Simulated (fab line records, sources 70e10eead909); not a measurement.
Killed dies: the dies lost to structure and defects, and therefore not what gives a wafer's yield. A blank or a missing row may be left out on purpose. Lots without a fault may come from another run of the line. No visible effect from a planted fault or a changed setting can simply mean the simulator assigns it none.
Struck lot and sound lot, side by side :: flow nand_harc :: 13 out of 1302 route steps
Sound: these wafers, L318.2, L318.5, L318.6. Wafers L307.2, L307.3, L307.4 were the ones struck. The cause comes at the end.
For every step that has rows: the tool of each side, followed by ch and its chambers, followed by its first start. Under that, the readings that differ: sound wafers :: struck wafers :: difference of the means :: sigmas: that difference in standard deviations of wafers without a fault.
alike: a reading whose means differ by less than 2 such deviations, as well as words and numbers matching on both sides. not compared: withheld readings; readings where some wafer has no value; bounds like >300 that might hide an equal value; numbers whose values overlap and for which the record gives no deviation.
Wherever a step has rows on one side only, a row that says differs or no value, or a row with sigmas, the two part there. Non-overlapping numbers with no deviation appear without sigmas and do not part them. Lack of a reading on every wafer of one side parts them only where that side has two or more wafers.

first, 3 steps without rows for these wafers: NHARC_A_SIN_REMOVE_WET_00 (chemistry H3PO4, time 15300 s); NHARC_A_SIN_REMOVE_PRECLEAN_01 (cleans in SC1); NHARC_A_SIN_REMOVE_SRD_02.
NHARC_A_SIN_REMOVE_INSPECT_04:
  sound on defect_inspect-02 at day 26 04:23; struck on defect_inspect-01 at day 21 16:42
  alike: raw_defect_count
NHARC_A_WL_FILL_ALD_00: deposits Al2O3, target thk 3 nm, pulse time 3 s, ald cycles 30.
  sound on ald_hk-04 ch 2,3, day 26 04:28; struck on ald_hk-02 ch 0,1,3, day 21 16:46
  alike: heater_power_w, precursor_pulse_height_rel
NHARC_A_WL_FILL_RTA_01: time 5 s.
  sound on rtp_anneal-02 ch 0, day 26 04:47; struck on rtp_anneal-01 ch 0, day 21 17:03
reading: lamp_zone_5_pct (%)
sound: 30.9 31.0 30.9
struck: 29.6 29.7 29.7
difference: -1.3
sigmas: -2
  alike: lamp_power_pct, wafer_temp_C_max
NHARC_A_WL_FILL_ALD_02: deposits TiN, target thk 2 nm, pulse time 3 s, ald cycles 100.
  sound on ald_metal-02 ch 0,1,3, day 26 05:05; struck on ald_metal-02 ch 0,1,2, day 21 17:14
  alike: heater_power_w, precursor_pulse_height_rel
NHARC_A_WL_FILL_CVD_03: deposits W, target thk 40 nm, time 279 s.
  sound on cvd_w-02 ch 0,1, day 26 05:28; struck on cvd_w-02 ch 0,1, day 21 17:40
  alike: heater_power_w, throttle_valve_pct
then, 1 step without rows for these wafers: NHARC_A_WL_FILL_ETCHBACK_04 (etches the open film in NF3, target depth 60 nm, time 120 s).
NHARC_A_WL_FILL_ETCHBACK_05: etches the open film in Cl2/BCl3, target depth 22 nm, time 60 s.
  sound on rie_metal-03 ch 0,1, day 26 06:01; struck on rie_metal-02 ch 0,1, day 21 18:17
  alike: drypump_motor_current_A, oes_product_au, temp_c
  not compared: rf_hours_counter_h
NHARC_A_WL_FILL_STRIP_27: strips in N2/H2, time 20 s.
  sound on plasma_asher-01 ch 0,1, day 26 06:11; struck on plasma_asher-02 ch 0,1, day 21 18:25
  no value came back on the struck wafers for drypump_motor_current_A (A), heater_power_w (W), temp_c (C), time_s (s); on the sound wafers drypump_motor_current_A (A) reads 5.6 6.5 5.6
  not compared: rf_hours_counter_h
then, 1 step without rows for these wafers: NHARC_A_WL_FILL_STRIP_28 (strips in post etch residue remover, time 1200 s).
-- record jumps: 4 days between struck wafers' starts before vs after; left off in module A_WL_FILL, resumes in module END, first step shown is number 1302 of the route --
NHARC_END_SORT_01:
  sound on prober-01 ch 0, day 30 05:18; struck on prober-02 ch 0, day 25 12:20
reading: killed_at_array
sound: 95
struck: 141 145 151
difference: +51
sigmas: +3

reading: killed_dies
sound: 100
struck: 143 147 155
difference: +48
sigmas: +2

reading: killed_open
sound: 3
struck: 23 24 14
difference: +17
sigmas: +9

reading: killed_short
sound: 4
struck: 51 57 67
difference: +54
sigmas: +32
  alike: killed_at_other, killed_at_periphery

== WHERE THEY PART ==
At NHARC_A_WL_FILL_RTA_01 first; at NHARC_END_SORT_01 last (within this record only).

WHY: whatever the simulator had introduced
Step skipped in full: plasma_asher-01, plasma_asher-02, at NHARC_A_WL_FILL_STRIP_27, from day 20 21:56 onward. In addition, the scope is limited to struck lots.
